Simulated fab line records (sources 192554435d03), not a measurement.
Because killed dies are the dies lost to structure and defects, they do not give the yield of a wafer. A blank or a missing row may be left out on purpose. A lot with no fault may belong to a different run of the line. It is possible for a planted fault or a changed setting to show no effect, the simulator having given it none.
Split-lot experiment + flow n5 finfet + 39 wafers read from 7 lots, route of 1938 steps

SPLIT DETAILS
At N5_FIN_SAQP_HM_DEP_72 (deposits SiO2 from SiH4/N2O, target thk 12 nm, time 7.2 s), the setting target thk a was moved away from the recipe's 120 angstrom on 9 of the 39 wafers read, by -54.7% to +50.5%. All remaining wafers had this setting at the recipe value.

FROM THE SPLIT TO THE READING: what the file shows between them, 4 steps
- N5_FIN_SAQP_COAT_49: time 60 s, resist thk 100 nm
- N5_FIN_SAQP_COAT_50: time 60 s, resist thk 35 nm
- N5_FIN_SAQP_ETCH_52: etches SOC in N2/H2, target depth 100 nm, overetch 20 nm, time 150 s
- N5_FIN_SAQP_STRIP_53: strips in N2/H2

THE READING
etch.depth nm (the simulator's own value, which no gauge read), in nm, at N5_FIN_SAQP_HM_OPEN_73 (chemistry CHF3/O2, target SiO2, stops on a-Si, target depth 12 nm, time 16.8 s). No usual value for it is given in the file. Average 12.061 nm, standard deviation 0.22 nm, over the 30 wafers here run with the recipe.

| wafer  | tool, chamber at the split | target thk a as run, angstrom | against the recipe | etch.depth nm, nm | against lot-mates on the recipe |
|--------|----------------------------|-------------------------------|--------------------|-------------------|---------------------------------|
| L077.1 | pecvd-02, 0,1              | 120                           | recipe             | 12.07             | -                               |
| L077.5 | pecvd-02, 0,1              | 120                           | recipe             | 12.07             | -                               |
| L077.2 | pecvd-02, 1                | 120                           | recipe             | 11.78             | -                               |
| L077.3 | pecvd-02, 2                | 156.6                         | +30.5%             | 15.56             | +3.587                          |
| L077.4 | pecvd-02, 0                | 156.6                         | +30.5%             | 15.79             | +3.817                          |
| L077.6 | pecvd-02, 2                | 156.6                         | +30.5%             | 15.65             | +3.677                          |
| L081.1 | pecvd-02, 1                | 120                           | recipe             | 11.9              | -                               |
| L081.2 | pecvd-02, 2                | 120                           | recipe             | 12.03             | -                               |
| L081.3 | pecvd-02, 0                | 120                           | recipe             | 11.69             | -                               |
| L081.4 | pecvd-02, 0                | 120                           | recipe             | 12.18             | -                               |
| L081.5 | pecvd-02, 1                | 120                           | recipe             | 11.95             | -                               |
| L081.6 | pecvd-02, 2                | 120                           | recipe             | 12.06             | -                               |
| L082.1 | pecvd-03, 2                | 120                           | recipe             | 11.86             | -                               |
| L082.3 | pecvd-03, 2                | 120                           | recipe             | 11.86             | -                               |
| L082.2 | pecvd-03, 0                | 120                           | recipe             | 12.21             | -                               |
| L082.6 | pecvd-03, 0                | 120                           | recipe             | 12.21             | -                               |
| L082.4 | pecvd-03, 0                | 120                           | recipe             | 12.32             | -                               |
| L082.5 | pecvd-03, 2                | 120                           | recipe             | 12.07             | -                               |
| L083.1 | pecvd-03, 0                | 120                           | recipe             | 12.13             | -                               |
| L083.2 | pecvd-03, 2                | 120                           | recipe             | 11.84             | -                               |
| L083.3 | pecvd-03, 1                | 120                           | recipe             | 12.16             | -                               |
| L083.4 | pecvd-03, 1                | 120                           | recipe             | 12.4              | -                               |
| L083.5 | pecvd-03, 0                | 120                           | recipe             | 12.57             | -                               |
| L083.6 | pecvd-03, 2                | 120                           | recipe             | 12.07             | -                               |
| L086.1 | pecvd-03, 2                | 180.6                         | +50.5%             | 17.82             | +5.710                          |
| L086.2 | pecvd-03, 0                | 180.6                         | +50.5%             | 18.09             | +5.980                          |
| L086.3 | pecvd-03, 2,0              | 120                           | recipe             | 12.09             | -                               |
| L086.5 | pecvd-03, 2,0              | 120                           | recipe             | 12.09             | -                               |
| L086.4 | pecvd-03, 0                | 180.6                         | +50.5%             | 18.27             | +6.160                          |
| L086.6 | pecvd-03, 2                | 120                           | recipe             | 12.15             | -                               |
| L088.2 | pecvd-01, 1                | 120                           | recipe             | 11.6              | -                               |
| L088.3 | pecvd-01, 2                | 120                           | recipe             | 12.06             | -                               |
| L088.5 | pecvd-01, 0                | 120                           | recipe             | 11.86             | -                               |
| L095.1 | pecvd-01, 0                | 120                           | recipe             | 11.83             | -                               |
| L095.2 | pecvd-01, 2                | 120                           | recipe             | 12.22             | -                               |
| L095.3 | pecvd-01, 1                | 54.33                         | -54.7%             | 5.249             | -6.931                          |
| L095.4 | pecvd-01, 2                | 120                           | recipe             | 12.49             | -                               |
| L095.5 | pecvd-01, 0                | 54.33                         | -54.7%             | 5.443             | -6.737                          |
| L095.6 | pecvd-01, 1                | 54.33                         | -54.7%             | 5.482             | -6.698                          |
Rows listing several chambers each stand for several wafers; the file does not say which wafer went through which chamber.

FIT RESULTS
A straight line over all 39 wafers: etch.depth nm changes by +0.12 nm for each +1% of target thk a; r = +1.00; the points scatter about the line by 0.21 nm.
The same after taking each lot's own level away (the mean of its wafers on the recipe; 39 wafers): +0.121 nm for each +1%; r = +1.00; scatter 0.19 nm.
On that fit, the largest move of target thk a shifts the reading by 6.6 nm.
Measured against the standard deviation above, the lots' own levels, which go from 11.8400 to 12.1950 nm, span 1.6 times it.
The two slopes agree, so the slope changes little with the lot-to-lot level.
Check: with one of the wafers moved furthest among these (-54.7%) left out of the fit, the line predicts -6.6 nm for it against its lot-mates. Against them it came out at -6.93 nm.

OTHER SPLITS APPLIED TO THESE WAFERS
Note: prior to the reading, these wafers also went through further splits. Each is held against what the fit with the lots' levels taken away leaves over:
| other split on the same wafers          | wafers away from the commonest value | r with etch.depth nm (lot level and that fit taken away) |
|-----------------------------------------|--------------------------------------|----------------------------------------------------------|
| N5_ZERO_LAYER_DEVELOP_10 develop time s | 12                                   | +0.04                                                    |

THE WHOLE CHAIN: every reading that the file lists as answering this split, in the file's order
| step                   | what it does                                                                   | reading                                                                            | change (the file's fit)               | r (the file's) |
|------------------------|--------------------------------------------------------------------------------|------------------------------------------------------------------------------------|---------------------------------------|----------------|
| N5_FIN_SAQP_HM_DEP_72  | deposits SiO2 from SiH4/N2O, target thk 12 nm, time 7.2 s                      | SiO2_of_FIN_SAQP_HM_DEP_72.thk nm (the simulator's own value, which no gauge read) | +0.121 nm for each +1% of the setting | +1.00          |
| N5_FIN_SAQP_HM_OPEN_73 | chemistry CHF3/O2, target SiO2, stops on a-Si, target depth 12 nm, time 16.8 s | etch.depth nm (the simulator's own value, which no gauge read)                     | +0.121 nm for each +1% of the setting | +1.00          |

THE FILE'S OWN FIT
etch.depth nm changes by +0.121 nm for each +1% of target thk a, r = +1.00.
